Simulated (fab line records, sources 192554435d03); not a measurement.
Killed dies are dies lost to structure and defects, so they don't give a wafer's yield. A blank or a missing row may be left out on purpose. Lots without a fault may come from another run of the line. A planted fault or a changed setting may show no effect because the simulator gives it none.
Chamber matching | flow n5_finfet | N5_BEOL_M8_ETCH_66 on rie_diel-02: 4 sister chambers
The step etches SOC in N2/H2, target depth 80 nm, overetch 16 nm, time 120 s. 4 wafers are shown with their chamber, then 9 later ones without.

WAFERS WITH THEIR CHAMBER
wafer  | chamber | showerhead_plenum_p_Torr (Torr)
L083.3 | 3       | 2.64
L083.4 | 0       | 2.52
L087.4 | 1       | 2.47
L087.5 | 2       | 2.48

WAFERS WITHOUT THEIR CHAMBER
wafer  | showerhead_plenum_p_Torr (Torr)
L089.2 | 2.52
L089.3 | 2.48
L089.5 | 2.48
L090.3 | 2.47
L090.4 | 2.63
L090.5 | 2.63
L092.1 | 2.47
L092.2 | 2.52
L092.3 | 2.63

WHICH CHAMBER EACH WENT THROUGH
wafer  | from the rows above     | in truth
L089.2 | 0                       | 0
L089.3 | can't be placed: 2 or 1 | 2
L089.5 | can't be placed: 2 or 1 | 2
L090.3 | can't be placed: 1 or 2 | 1
L090.4 | 3                       | 3
L090.5 | 3                       | 3
L092.1 | can't be placed: 1 or 2 | 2
L092.2 | 0                       | 0
L092.3 | 3                       | 3
Placed correctly: 5 of 9. Can't be placed from these rows: 4 (the true chamber is among the candidates in 4). Placed wrongly: 0.
How it was worked out, from the rows above alone: a wafer's distance from a chamber is the root of the sum, over the readings, of the square of ((its reading less the chamber's mean) divided by the reading's scatter). The wafer belongs to the nearest chamber; if the next one is less than 2 further off, it can't be placed. A chamber's mean is the mean of its shown wafers. The scatter: with one shown wafer a chamber, the root of the mean of the squares of how far each hidden wafer lies from its nearest shown one.
